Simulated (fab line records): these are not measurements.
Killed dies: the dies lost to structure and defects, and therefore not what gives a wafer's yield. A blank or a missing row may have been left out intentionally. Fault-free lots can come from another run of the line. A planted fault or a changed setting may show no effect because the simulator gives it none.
One fault through the eyes of 2 desks | flow n5_finfet | each desk has only its own numbers; what lay behind them comes last

== METROLOGY DESK ==
Lot by lot, what the gauges showed, no matter which tool ran the lot: averages of those sampled wafers that carry a number. If a lot's mean is further than 4 standard deviations from the usual mean, the lot is out of limits and carries the mark OUT (the distance appears in the brackets). Readings shown: 7 of its 11, picked as those furthest out on some lot.
Columns: A = DIBL_N at N5_BEOL_M4_RC_MEAS_101, usual 36.1 mV/V; B = IOFF_N at N5_BEOL_M4_RC_MEAS_101, usual 0.15 nA/um; C = ION_N at N5_BEOL_M4_RC_MEAS_101, usual 672 uA/um; D = ION_P at N5_BEOL_M4_RC_MEAS_101, usual 463 uA/um; E = SS_N at N5_BEOL_M4_RC_MEAS_101, usual 71.5 mV/dec; F = SS_P at N5_BEOL_M4_RC_MEAS_101, usual 73.2 mV/dec; G = VT_N at N5_BEOL_M4_RC_MEAS_101, usual 251 mV
lot  | first seen here | A    | B    | C   | D   | E    | F    | G
L122 | day 4 12:38     | 35.4 | 0.15 | 675 | 470 | 71.4 | 72.7 | 250
L127 | day 5 15:49     | 37.5 | 0.16 | 668 | 450 | 72.3 | 73.7 | 251
L129 | day 6 08:36     | 37.5 | 0.18 | 691 | 472 | 72.0 | 73.4 | 247
L135 | day 7 22:56     | 38.0 | 0.17 | 673 | 464 | 71.5 | 74.0 | 251
L140 | day 8 23:02     | 35.8 | 0.15 | 678 | 469 | 71.2 | 73.2 | 250
This desk found nothing out of limits on any of the 5 lots.

== TOOL OWNER'S DESK, remote_plasma-02 ==
The tool's own readings at N5_SD_EPI_N_PRECLEAN_49 (cleans in NF3:NH3, afs cycles 1, time 20 s, sublimation time 60 s): means of the sampled wafers that have a number, for each lot that ran on this tool. If a lot's mean is further than 4 standard deviations from the usual mean, the lot is out of limits and carries the mark OUT (the distance appears in the brackets).
Columns: A = rf_power_w at N5_SD_EPI_N_PRECLEAN_49, usual 30.01 W
lot  | first seen here | A
L127 | day 5 15:55     | 30.23
L140 | day 8 23:08     | 29.96
This desk found nothing out of limits on any of the 2 lots.

== PUT TOGETHER ==
The metrology desk saw nothing out of limits.
The desk of the tool owner found nothing out of limits.

== WHAT HAD BEEN PUT IN BY THE SIMULATOR ==
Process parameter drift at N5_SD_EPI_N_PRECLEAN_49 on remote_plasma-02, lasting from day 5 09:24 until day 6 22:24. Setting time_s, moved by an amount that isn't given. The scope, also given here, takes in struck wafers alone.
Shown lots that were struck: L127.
